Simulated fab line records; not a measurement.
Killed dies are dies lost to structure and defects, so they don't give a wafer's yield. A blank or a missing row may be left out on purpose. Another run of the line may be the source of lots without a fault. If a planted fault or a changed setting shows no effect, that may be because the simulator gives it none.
Chamber matching ; flow n5_finfet ; rie_si-02 running N5_PMOS_HMC_CHANNEL_EPI_ETCH_38: 4 sister chambers
The step etches SiO2 in CF4, target depth 1.5 nm. 8 wafers are shown with their chamber, then 10 later ones without.

## WAFERS WITH THEIR CHAMBER
wafer;chamber;throttle_valve_pct (%);drypump_motor_current_A (A)
L079.3;3;21.90;6.5
L087.5;0;21.45;5.8
L087.6;2;21.70;5.7
L088.1;2;21.71;5.6
L088.2;1;21.34;6.0
L088.3;0;21.46;5.8
L090.2;3;21.90;6.4
L090.3;1;21.36;6.0

## WAFERS MISSING THEIR CHAMBER
wafer;throttle_valve_pct (%);drypump_motor_current_A (A)
L090.6;21.70;5.6
L094.1;21.91;6.4
L094.5;21.69;5.6
L094.6;21.91;6.4
L095.1;21.36;5.9
L095.3;21.68;5.7
L095.4;21.43;5.8
L097.2;21.92;6.4
L097.4;21.68;5.6
L097.5;21.35;6.0

## THE CHAMBER EACH PASSED THROUGH
wafer;from the rows above;in truth
L090.6;2;2
L094.1;3;3
L094.5;2;2
L094.6;3;3
L095.1;1;1
L095.3;2;2
L095.4;0;0
L097.2;3;3
L097.4;2;2
L097.5;1;1
10 of 10 placed correctly. Number that these rows cannot place: 0. 0 placed wrongly.
How it was worked out, from the rows above alone: a wafer's distance from a chamber is the root of the sum, over the readings, of the square of ((its reading less the chamber's mean) divided by the reading's scatter). If the next closest chamber is less than 2 further off than the closest, the wafer can't be placed; otherwise it belongs to the closest. The mean given for a chamber averages the wafers shown for that chamber. The scatter: the root of (the sum of the squares of (reading less its chamber's mean) over the shown wafers, divided by (wafers less chambers)).
